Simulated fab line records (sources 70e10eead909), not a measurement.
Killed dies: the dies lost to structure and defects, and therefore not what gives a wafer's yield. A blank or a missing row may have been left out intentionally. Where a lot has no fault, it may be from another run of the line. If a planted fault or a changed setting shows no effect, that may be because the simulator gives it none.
Matching of chambers	flow nandHarc	4 sister chambers for NHARC_A_STAIRCASE_ETCH_444 on rieDiel-03
The step etches the open film in C4F8/O2, target depth 20400 nm, time 6800 s. 8 wafers are shown with their chamber, then 7 later ones without.

WAFERS WITH THEIR CHAMBER
wafer	chamber	rfVppV (V)	biasW (W)
L075.2	2	798	1000.0
L083.2	1	809	998.6
L083.4	2	799	999.1
L088.2	0	807	1003.6
L088.3	1	811	1000.3
L088.4	3	806	1003.3
L092.1	3	806	999.9
L092.4	0	809	1001.0

WAFERS WHOSE CHAMBER IS MISSING
wafer	rfVppV (V)	biasW (W)
L092.5	800	992.8
L093.2	806	1001.3
L093.4	811	994.9
L093.5	808	1005.6
L094.2	808	1000.4
L094.4	798	1004.2
L094.5	807	1000.7

EACH ONE'S CHAMBER
wafer	from the rows above	in truth
L092.5	2	2
L093.2	can't be placed: 3 or 0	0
L093.4	1	1
L093.5	can't be placed: 0 or 3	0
L094.2	can't be placed: 0 or 1 or 3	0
L094.4	2	2
L094.5	can't be placed: 3 or 0 or 1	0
3 of 7 placed correctly. From these rows, 4 cannot be placed; in 4 the true chamber is one of the candidates. 0 placed wrongly.
How it was worked out, from the rows above alone: a wafer's distance from a chamber is the root of the sum, over the readings, of the square of ((its reading less the chamber's mean) divided by the reading's scatter). If the next closest chamber is less than 2 further off than the closest, the wafer can't be placed; otherwise it belongs to the closest. The mean given for a chamber averages the wafers shown for that chamber. How the scatter is found: for the shown wafers, subtract from each reading the mean of its chamber, square and add these, divide the total by (wafers less chambers), then take the root.
